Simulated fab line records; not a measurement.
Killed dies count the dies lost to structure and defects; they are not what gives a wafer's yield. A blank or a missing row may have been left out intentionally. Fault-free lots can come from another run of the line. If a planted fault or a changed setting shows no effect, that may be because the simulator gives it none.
Chamber matching | flow n5 finfet | N5_FIN_SAQP_ETCH_65 on rie si-02 has 4 sister chambers
The step etches SiO2 in CF4, target depth 4 nm, time 4.4 s. 24 wafers are shown with their chamber, then 12 later ones without.

== WAFERS PAIRED WITH THEIR CHAMBERS ==
wafer  | chamber | drypump motor current A (A) | throttle valve pct (%) | oes product au (a.u.)
L074.3 | 2       | 5.8                         | 21.61                  | 1.00
L074.4 | 1       | 6.0                         | 21.90                  | 0.99
L074.5 | 0       | 6.2                         | 21.79                  | 1.01
L079.2 | 0       | 6.3                         | 21.80                  | 1.00
L079.3 | 2       | 5.8                         | 21.59                  | 1.00
L079.4 | 1       | 6.0                         | 21.91                  | 1.00
L081.1 | 2       | 5.8                         | 21.58                  | 1.01
L081.2 | 1       | 6.0                         | 21.90                  | 0.99
L081.6 | 0       | 6.2                         | 21.79                  | 1.02
L083.1 | 2       | 5.8                         | 21.59                  | 1.01
L083.2 | 1       | 6.0                         | 21.92                  | 0.99
L083.3 | 0       | 6.3                         | 21.80                  | 1.02
L083.4 | 3       | 5.4                         | 21.65                  | 1.05
L083.5 | 0       | 6.3                         | 21.79                  | 1.02
L083.6 | 1       | 6.0                         | 21.91                  | 1.00
L084.1 | 1       | 6.0                         | 21.92                  | 0.99
L084.3 | 0       | 6.3                         | 21.79                  | 1.01
L084.5 | 2       | 5.8                         | 21.60                  | 1.00
L085.2 | 1       | 6.0                         | 21.91                  | 0.99
L085.3 | 3       | 5.4                         | 21.63                  | 1.05
L085.6 | 2       | 5.8                         | 21.60                  | 1.00
L086.3 | 1       | 6.0                         | 21.91                  | 0.99
L086.5 | 3       | 5.4                         | 21.65                  | 1.05
L086.6 | 0       | 6.2                         | 21.80                  | 1.01

SIGNATURES (means of the wafers above)
reading                 | chamber 0 | chamber 1 | chamber 2 | chamber 3 | scatter within a chamber
drypump motor current A | 6.257     | 6.000     | 5.800     | 5.400     | 0.0293
throttle valve pct      | 21.7943   | 21.9100   | 21.5950   | 21.6433   | 0.00833
oes product au          | 1.0129    | 0.9925    | 1.0033    | 1.0500    | 0.0056
Rule: a wafer's distance from a chamber is the root of the sum, over the readings, of the square of ((its reading less the chamber's mean) divided by the reading's scatter). If the next closest chamber is less than 2 further off than the closest, the wafer can't be placed; otherwise it belongs to the closest. The scatter is the square root of a quotient: the sum, over the shown wafers, of each reading's squared deviation from its chamber's mean, divided by wafers minus chambers.

== WAFERS WHOSE CHAMBER IS MISSING ==
wafer  | drypump motor current A (A) | throttle valve pct (%) | oes product au (a.u.)
L090.2 | 6.0                         | 21.90                  | 0.99
L090.3 | 5.8                         | 21.59                  | 1.00
L090.6 | 6.2                         | 21.79                  | 1.01
L094.1 | 6.0                         | 21.92                  | 0.99
L094.3 | 5.8                         | 21.59                  | 1.01
L094.4 | 6.3                         | 21.81                  | 1.01
L095.1 | 5.9                         | 21.89                  | 1.00
L095.3 | 6.3                         | 21.78                  | 1.01
L095.6 | 5.4                         | 21.65                  | 1.05
L097.2 | 5.4                         | 21.65                  | 1.04
L097.3 | 6.0                         | 21.91                  | 1.00
L097.6 | 5.8                         | 21.59                  | 1.01

== WHICH CHAMBER EACH WENT THROUGH ==
wafer  | from the rows above | in truth
L090.2 | 1                   | 1
L090.3 | 2                   | 2
L090.6 | 0                   | 0
L094.1 | 1                   | 1
L094.3 | 2                   | 2
L094.4 | 0                   | 0
L095.1 | 1                   | 1
L095.3 | 0                   | 0
L095.6 | 3                   | 3
L097.2 | 3                   | 3
L097.3 | 1                   | 1
L097.6 | 2                   | 2
12 of 12 placed correctly. Left unplaced by these rows: 0. Number placed wrongly: 0.
